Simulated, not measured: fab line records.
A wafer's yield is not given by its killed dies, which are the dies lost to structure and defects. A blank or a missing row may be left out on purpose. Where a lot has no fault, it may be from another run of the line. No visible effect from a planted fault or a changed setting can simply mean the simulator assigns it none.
Chamber matching ; flow nandHarc ; 4 sister chambers for NHARC_A_STAIRCASE_CMP_472 on cmp-02
The step polishes SiO2. 22 wafers are shown with their chamber, then 11 later ones without.

## WAFERS WITH THEIR CHAMBER
wafer;chamber;motorCurrentA (A)
L076.4;1;10.8
L076.5;0;11.4
L076.6;1;11.2
L074.2;0;12.0
L074.4;1;11.6
L074.6;1;11.0
L075.1;2;11.3
L075.2;3;13.0
L075.6;3;12.6
L078.2;1;11.2
L078.4;0;11.3
L078.5;3;12.1
L080.4;2;10.7
L080.5;2;11.0
L080.6;1;11.4
L082.1;1;11.1
L082.2;0;11.4
L082.4;3;12.5
L083.1;0;11.2
L083.2;2;11.4
L083.3;3;12.6
L086.3;3;12.7

SIGNATURES (averages over the wafers above)
reading;chamber 0;chamber 1;chamber 2;chamber 3;scatter within a chamber
motorCurrentA;11.460;11.186;11.100;12.583;0.291
Rule: for each reading, subtract the chamber's mean from the wafer's reading, divide by that reading's scatter and square the result; add these up over the readings and take the root, which gives the wafer's distance from the chamber. If the next closest chamber is less than 2 further off than the closest, the wafer can't be placed; otherwise it belongs to the closest. The scatter: take each reading less its chamber's mean, square it, sum over the shown wafers, divide by the number of wafers less the number of chambers, and take the root.

## WAFERS WITH NO CHAMBER GIVEN
wafer;motorCurrentA (A)
L086.4;11.3
L086.5;11.6
L085.1;10.6
L085.2;11.6
L085.5;11.6
L092.1;10.5
L092.3;10.7
L092.5;11.7
L096.2;11.5
L096.4;12.8
L096.5;12.7

## THE CHAMBER EACH PASSED THROUGH
wafer;from the rows above;in truth
L086.4;can't be placed: 1 or 0 or 2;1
L086.5;can't be placed: 0 or 1 or 2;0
L085.1;can't be placed: 2 or 1 or 0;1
L085.2;can't be placed: 0 or 1 or 2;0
L085.5;can't be placed: 0 or 1 or 2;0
L092.1;can't be placed: 2 or 1 or 0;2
L092.3;can't be placed: 2 or 1 or 0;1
L092.5;can't be placed: 0 or 1 or 2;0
L096.2;can't be placed: 0 or 1 or 2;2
L096.4;3;3
L096.5;3;3
Correct placement for 2 of the 11. From these rows, 9 cannot be placed; in 9 the true chamber is one of the candidates. Wrongly placed: 0.
